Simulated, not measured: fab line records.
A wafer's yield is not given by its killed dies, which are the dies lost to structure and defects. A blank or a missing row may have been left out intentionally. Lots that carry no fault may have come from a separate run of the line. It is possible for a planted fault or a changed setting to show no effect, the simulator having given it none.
fab line records | flow nand-harc
record lots=6 | wafers=18 | last-day=31
route steps=1302 shown P_M1@288
lots that met no fault: taken from a fault-free run of the same line
start-h: the number of hours between the record's first day and the start of the first shown wafer of the lot | wait-h: hours from the lot's prior step to this one | " the same as in the row above | L1.1+2: a row that stands for several wafers | - no value present, or no start provided | * or withheld: withheld | < > ~ a bound
route shown NAME@n: NAME is a module with steps in the file, n the number in the route of the first one | usual: mean/standard deviation of fault-free wafers | same: alike in all rows | chamber/n: place in a boat | sites: per-site readings | _std_site: how widely they spread, as a standard deviation | _edge_site: inner sites' mean taken away from outer sites' mean | radius-mm: for every site, how far away it sits from the centre of the wafer | mask NAME#n: copy n | behind: the last tool/chamber to shape the wafer | hold: why the lot went on hold/how many hours it stayed there/how the hold came to an end | device: the n, p or np transistor that did not switch | end of line: the route-end tests of the same wafers | step lacking rows: just its recipe | killed: dies lost to structure and defects at the first sort, not the wafer's yield | map: dies across one wafer; x = killed, . = not, _ = none there
set.NAME: setting as actually run; set.NAME@STEP: the setting as run at that earlier step | model.NAME: the simulator's own value behind a step, which no gauge read
lots seen at some steps along the route; tables by step, rows by wafer
services: the hour from which a tool's chamber was out of use, counted from the record's first day as start-h (under 0 if before that day), plus the number of hours and why
## steps
# step NHARC_P_M1_COAT_34
# recipe temp-c=200 | time-s=65
# step NHARC_P_M1_COAT_03
# recipe spin-rpm=1500 | resist-thk-nm=90
# step NHARC_P_M1_SOFTBAKE_04
# recipe temp-c=105 | time-s=55
# step NHARC_P_M1_EBR_05
# step NHARC_P_M1_EXPOSE_06
# recipe na=1.35 | target-cd-nm=130 | dose-mj=81.88 | mask-id=P_M1
# step NHARC_P_M1_PEB_07
# recipe peb-temp-c=100 | peb-time-s=65
# step NHARC_P_M1_DEVELOP_08
# recipe develop-time-s=35 | dev-temp-c=23
# step NHARC_P_M1_CD_MEAS_09
# recipe target-cd-nm=130 | landing-energy-ev=500
# usual cd-nm=130.0/0.68
lot.wafer | tool      | chamber | start-h | wait-h | cd-nm
L583.2    | cd-sem-02 | 0       | 150.12  | -      | 130.7
L583.4    | "         | 0       | "       | "      | 130.6
L583.6    | "         | 0       | "       | "      | 130.6
L586.2    | cd-sem-03 | 0       | 177.62  | -      | 128.8
L586.3    | "         | 0       | "       | "      | 128.6
L586.4    | "         | 0       | "       | "      | 128.9
L592.4    | cd-sem-03 | 0       | 238.63  | -      | 130.9
L592.5    | "         | 0       | "       | "      | 130.6
L592.6    | "         | 0       | "       | "      | 131.1
L595.4    | cd-sem-01 | 0       | 272.64  | -      | 129.4
L595.5    | "         | 0       | "       | "      | 129.3
L595.6    | "         | 0       | "       | "      | 130.0
L598.1    | cd-sem-01 | 0       | 293.92  | -      | 131.5
L598.3    | "         | 0       | "       | "      | 130.5
L598.4    | "         | 0       | "       | "      | 129.8
L600.2    | cd-sem-02 | 0       | 314.39  | -      | 129.0
L600.4    | "         | 0       | "       | "      | 129.7
L600.5    | "         | 0       | "       | "      | 129.5
# step NHARC_P_M1_OVL_MEAS_10
# recipe pitch-nm=260
# usual overlay-x-nm=-0.1/1 | overlay-y-nm=-0.1/0.76
lot.wafer | tool       | chamber | start-h | wait-h | overlay-x-nm | overlay-y-nm
L583.2    | overlay-01 | -       | 150.20  | -      | -2.1         | 0.6
L583.4    | "          | -       | "       | "      | -1.8         | 1.2
L583.6    | "          | -       | "       | "      | -1.9         | 0.9
L586.2    | overlay-02 | -       | 177.71  | -      | 0.8          | -1.7
L586.3    | "          | -       | "       | "      | 1.1          | -1.6
L586.4    | "          | -       | "       | "      | 0.6          | -1.7
L592.4    | overlay-01 | -       | 238.71  | -      | -1.8         | 0.6
L592.5    | "          | -       | "       | "      | -1.7         | 0.5
L592.6    | "          | -       | "       | "      | -2.1         | 1.1
L595.4    | overlay-01 | -       | 272.73  | -      | 0.3          | -0.6
L595.5    | "          | -       | "       | "      | 0.0          | -1.2
L595.6    | "          | -       | "       | "      | 1.2          | -0.3
L598.1    | overlay-02 | -       | 294.01  | -      | 1.5          | 0.1
L598.3    | "          | -       | "       | "      | 1.6          | -0.3
L598.4    | "          | -       | "       | "      | 1.5          | -0.1
L600.2    | overlay-02 | -       | 314.48  | -      | 1.1          | -0.4
L600.4    | "          | -       | "       | "      | 0.7          | -0.3
L600.5    | "          | -       | "       | "      | 1.0          | -0.5
# step NHARC_P_M1_INSPECT_11
# usual raw-defect-count=4.3/2.7
lot.wafer | tool              | chamber | start-h | wait-h | raw-defect-count
L583.2    | defect-inspect-01 | -       | 150.24  | 0.0    | 4
L583.4    | "                 | -       | "       | "      | 1
L583.6    | "                 | -       | "       | "      | 2
L586.2    | defect-inspect-01 | -       | 177.75  | 0.0    | 5
L586.3    | "                 | -       | "       | "      | 2
L586.4    | "                 | -       | "       | "      | 4
L592.4    | defect-inspect-02 | -       | 238.75  | 0.0    | 6
L592.5    | "                 | -       | "       | "      | 5
L592.6    | "                 | -       | "       | "      | 8
L595.4    | defect-inspect-01 | -       | 272.76  | 0.0    | 3
L595.5    | "                 | -       | "       | "      | 2
L595.6    | "                 | -       | "       | "      | 4
L598.1    | defect-inspect-02 | -       | 294.04  | 0.0    | 2
L598.3    | "                 | -       | "       | "      | 1
L598.4    | "                 | -       | "       | "      | 4
L600.2    | defect-inspect-01 | -       | 314.51  | 0.0    | 5
L600.4    | "                 | -       | "       | "      | 7
L600.5    | "                 | -       | "       | "      | 2
# step NHARC_P_M1_DESCUM_14
# recipe time-s=3 | o2-flow-sccm=200 | ar-flow-sccm=0 | bias-power-w=0 | chemistry=O2
# usual drypump-motor-current-A=5.9/0.33 | oes-product-au=0.998/0.01 | rf-vpp-V=57.7/0.84 | showerhead-plenum-p-Torr=1.91/0.078 | throttle-valve-pct=11.310/0.0089
lot.wafer | tool        | chamber | start-h | wait-h | drypump-motor-current-A | oes-product-au | rf-hours-counter-h | rf-vpp-V | showerhead-plenum-p-Torr | throttle-valve-pct
L583.2    | rie-diel-11 | 0       | 150.32  | 0.1    | 5.8                     | 0.998          | 3                  | 58.3     | 2.05                     | 11.309
L583.4    | "           | 1       | "       | "      | 5.5                     | 0.985          | 4                  | 57.2     | 1.96                     | 11.318
L583.6    | "           | 3       | "       | "      | 6.0                     | 0.992          | -                  | 57.6     | 1.87                     | 11.307
L586.2    | rie-diel-06 | 2       | 177.81  | 0.1    | 5.8                     | 0.998          | 2                  | 57.1     | 1.84                     | 11.304
L586.4    | "           | 3       | "       | "      | 6.5                     | 1.011          | 3                  | 58.1     | 1.88                     | 11.306
L586.3    | "           | 0       | "       | "      | 6.0                     | 1.002          | 3                  | 57.7     | 1.89                     | 11.313
L592.4    | rie-diel-06 | 3       | 238.81  | 0.1    | 6.5                     | 0.999          | 9                  | 58.6     | 1.88                     | 11.310
L592.6    | "           | 3       | "       | "      | 6.5                     | 0.992          | -                  | 59.0     | 1.88                     | 11.309
L592.5    | "           | 0       | "       | "      | 6.0                     | 0.999          | -                  | 56.7     | 1.89                     | 11.324
L595.4    | rie-diel-11 | 3       | 272.82  | 0.1    | 5.9                     | 0.982          | 1                  | 58.3     | 1.87                     | 11.294
L595.5    | "           | 3       | "       | "      | 6.0                     | 0.988          | -                  | 58.0     | 1.87                     | 11.305
L595.6    | "           | 0       | "       | "      | 5.8                     | 0.999          | -                  | 57.9     | 2.04                     | 11.307
L598.4    | rie-diel-06 | 0       | 294.10  | 0.1    | 6.0                     | 1.010          | 14                 | 57.9     | 1.89                     | 11.314
L598.3    | "           | 2       | "       | "      | 5.8                     | 1.004          | 12                 | 57.9     | 1.84                     | 11.307
L598.1    | "           | 3       | "       | "      | 6.5                     | 0.998          | 13                 | 57.7     | 1.88                     | 11.320
L600.4    | rie-diel-11 | 3       | 314.57  | 0.1    | 6.0                     | 0.997          | 3                  | 56.2     | 1.87                     | 11.328
L600.2    | "           | 1       | "       | "      | 5.5                     | 0.992          | 3                  | 58.2     | 1.96                     | 11.319
L600.5    | "           | 0       | "       | "      | 5.8                     | 0.988          | -                  | 58.1     | 2.04                     | 11.317
# step NHARC_P_M1_ETCH_35
# recipe target-depth-a=400 | overetch-a=120 | time-s=43.94 | ion-energy-ev=200 | n2-flow-sccm=150 | h2-flow-sccm=150 | ar-flow-sccm=0 | rf-w=400 | bias-w=150 | chemistry=N2/H2
# usual drypump-motor-current-A=5.9/0.33 | oes-product-au=0.999/0.01 | rf-vpp-V=430.5/2.7 | run-length-s=65.2/0.41 | showerhead-plenum-p-Torr=2.04/0.087 | throttle-valve-pct=14.172/0.0095
lot.wafer | tool        | chamber | start-h | wait-h | drypump-motor-current-A | oes-product-au | rf-hours-counter-h | rf-vpp-V | run-length-s | showerhead-plenum-p-Torr | throttle-valve-pct
L583.2    | rie-diel-11 | 1       | 150.39  | 0.1    | 5.5                     | 1.000          | 4                  | 432.8    | 65.8         | 2.09                     | 14.186
L583.4    | "           | 3       | "       | "      | 5.9                     | 0.999          | 4                  | 428.6    | 65.7         | 1.99                     | 14.165
L583.6    | "           | 2       | "       | "      | 6.1                     | 0.988          | -                  | 427.0    | 64.6         | 1.92                     | 14.182
L586.2    | rie-diel-06 | 2       | 177.90  | 0.1    | 5.8                     | 1.009          | 2                  | 427.3    | 65.5         | 1.96                     | 14.165
L586.4    | "           | 3       | "       | "      | 6.5                     | 1.000          | 3                  | 430.0    | 65.2         | 2.01                     | 14.167
L586.3    | "           | 0       | "       | "      | 5.9                     | 1.012          | 3                  | 429.5    | 65.3         | 2.01                     | 14.181
L592.4    | rie-diel-06 | 2       | 238.90  | 0.1    | 5.8                     | 1.011          | 8                  | 428.5    | 65.3         | 1.96                     | 14.178
L592.6    | "           | 2       | "       | "      | 5.8                     | 1.016          | -                  | 428.3    | 65.3         | 1.96                     | 14.149
L592.5    | "           | 3       | "       | "      | 6.6                     | 0.992          | -                  | 429.2    | 65.0         | 2.01                     | 14.162
L595.4    | rie-diel-11 | 1       | 272.91  | 0.1    | 5.5                     | 0.990          | 1                  | 432.1    | 66.3         | 2.09                     | 14.165
L595.6    | "           | 1       | "       | "      | 5.5                     | 0.988          | -                  | 433.9    | 65.8         | 2.09                     | 14.155
L595.5    | "           | 2       | "       | "      | 6.1                     | 0.981          | -                  | 427.4    | 64.8         | 1.92                     | 14.166
L598.3    | rie-diel-06 | 1       | 294.19  | 0.1    | 5.6                     | 1.001          | 13                 | 433.8    | 65.1         | 2.14                     | 14.179
L598.4    | "           | 3       | "       | "      | 6.6                     | 0.987          | 13                 | 429.4    | 65.0         | 2.00                     | 14.170
L598.1    | "           | 0       | "       | "      | 6.0                     | 0.988          | 14                 | 430.5    | 64.9         | 2.01                     | 14.173
L600.4    | rie-diel-11 | 0       | 314.66  | 0.1    | 5.8                     | 1.002          | 3                  | 433.4    | 65.4         | 2.18                     | 14.176
L600.2    | "           | 3       | "       | "      | 6.0                     | 0.984          | 3                  | 430.0    | 65.6         | 1.99                     | 14.187
L600.5    | "           | 0       | "       | "      | 5.8                     | 0.996          | -                  | 434.9    | 64.8         | 2.18                     | 14.179
# step NHARC_P_M1_ETCH_15
# recipe target-depth-a=1825 | time-s=91.2 | c4f8-flow-sccm=withheld | ar-flow-sccm=400 | rf-w=600 | bias-w=300 | chemistry=C4F8/Ar
# usual oes-product-au=0.958/0.019 | rf-vpp-V=440.8/2.5 | run-length-s=112.5/0.42
lot.wafer | tool        | chamber | start-h | wait-h | oes-product-au | rf-hours-counter-h | rf-vpp-V | run-length-s
L583.4    | rie-diel-11 | 0       | 150.47  | -      | 0.978          | 3                  | 444.2    | 112.5
L583.2    | "           | 1       | "       | "      | 0.973          | 4                  | 443.1    | 112.9
L583.6    | "           | 0       | "       | "      | 0.984          | -                  | 445.9    | 112.2
L586.3    | rie-diel-06 | 2       | 177.98  | -      | 0.966          | 2                  | 439.1    | 113.0
L586.4    | "           | 3       | "       | "      | 0.966          | 3                  | 441.3    | 112.4
L586.2    | "           | 1       | "       | "      | 0.983          | 2                  | 443.5    | 112.4
L592.4    | rie-diel-06 | 3       | 238.98  | -      | 0.946          | 9                  | 439.9    | 111.9
L592.5    | "           | 3       | "       | "      | 0.941          | -                  | 438.9    | 112.2
L592.6    | "           | 0       | "       | "      | 0.952          | -                  | 440.6    | 112.1
L595.4    | rie-diel-11 | 3       | 273.02  | -      | 0.952          | 1                  | 439.7    | 113.0
L595.5    | "           | 0       | "       | "      | 0.960          | -                  | 445.2    | 101.6
L595.6    | "           | 1       | "       | "      | 0.980          | -                  | 441.4    | 113.1
L598.1    | rie-diel-06 | 1       | 294.28  | -      | 0.967          | 13                 | 442.8    | 112.5
L598.4    | "           | 2       | "       | "      | 0.961          | 13                 | 438.6    | 112.8
L598.3    | "           | 0       | "       | "      | 0.966          | 14                 | 440.3    | 112.1
L600.4    | rie-diel-11 | 1       | 314.75  | -      | 0.928          | 3                  | 442.2    | 113.1
L600.2    | "           | 3       | "       | "      | 0.920          | 3                  | 440.2    | 113.4
L600.5    | "           | 1       | "       | "      | 0.933          | -                  | 442.6    | 102.3
# step NHARC_P_M1_CD_MEAS_16
# usual cd-nm=130.1/0.82
lot.wafer | tool      | chamber | start-h | wait-h | cd-nm
L583.2    | cd-sem-01 | -       | 150.61  | -      | 131.3
L583.4    | "         | -       | "       | "      | 131.6
L583.6    | "         | -       | "       | "      | 131.7
L586.2    | cd-sem-03 | -       | 178.11  | -      | 128.3
L586.3    | "         | -       | "       | "      | 129.2
L586.4    | "         | -       | "       | "      | 128.5
L592.4    | cd-sem-02 | -       | 239.12  | -      | 130.4
L592.5    | "         | -       | "       | "      | 130.9
L592.6    | "         | -       | "       | "      | 131.0
L595.4    | cd-sem-02 | -       | 273.13  | -      | 131.1
L595.5    | "         | -       | "       | "      | 131.0
L595.6    | "         | -       | "       | "      | 130.6
L598.1    | cd-sem-03 | -       | 294.41  | -      | 131.1
L598.3    | "         | -       | "       | "      | 130.2
L598.4    | "         | -       | "       | "      | 130.2
L600.2    | cd-sem-03 | -       | 314.88  | -      | 129.3
L600.4    | "         | -       | "       | "      | 130.8
L600.5    | "         | -       | "       | "      | 129.8
## services
tool        | chamber | start-h | hours | kind
rie-diel-06 | -       | 130.35  | 9.0   | pm
rie-diel-06 | 0       | 130.35  | 9.0   | vent-cycle
rie-diel-06 | 1       | 130.35  | 9.0   | vent-cycle
rie-diel-06 | 2       | 130.35  | 9.0   | vent-cycle
rie-diel-06 | 3       | 130.35  | 9.0   | vent-cycle
rie-diel-11 | 0       | 136.50  | -     | clean
rie-diel-11 | 1       | 136.50  | -     | clean
rie-diel-11 | 2       | 136.50  | -     | clean
rie-diel-11 | 3       | 136.50  | -     | clean
rie-diel-06 | 0       | 139.35  | -     | clean
rie-diel-06 | 1       | 139.35  | -     | clean
rie-diel-06 | 2       | 139.35  | -     | clean
rie-diel-06 | 3       | 139.35  | -     | clean
rie-diel-11 | 1       | 156.14  | 4.6   | repair
rie-diel-11 | 0       | 161.00  | -     | clean
rie-diel-11 | 1       | 161.00  | -     | clean
rie-diel-11 | 2       | 161.00  | -     | clean
rie-diel-06 | 2       | 187.04  | 6.6   | repair
rie-diel-11 | 3       | 210.10  | 14.5  | repair
rie-diel-06 | 3       | 224.66  | 6.1   | repair
rie-diel-11 | -       | 230.15  | 0.6   | repair
rie-diel-11 | -       | 255.50  | 9.0   | pm
rie-diel-11 | -       | 284.70  | 0.7   | repair
rie-diel-06 | -       | 307.35  | 9.0   | pm
## key
first-sign step=NHARC_P_M1_ETCH_15 | reading=run-length-s | direction=down | sigmas=25 | usual=* | struck=*
effect none on later readings
met-at NHARC_P_M1_ETCH_15
struck-wafers L595.5,L600.5
sort-left-out L595.5,L600.5
onset-between 150.47 273.02
fault kind=process-parameter-drift | tool=rie-diel-11 | chamber=- | onset-h=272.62 | steps=NHARC_P_M1_ETCH_15 | channel=time-s | offset=* | shape=step | end-h=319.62 | scope=struck-wafers-only | acts-in=* | stated=*
# sort-left-out: the simulated sort isn't trusted on such a fault, so these wafers' sort isn't shown, and their yield isn't known
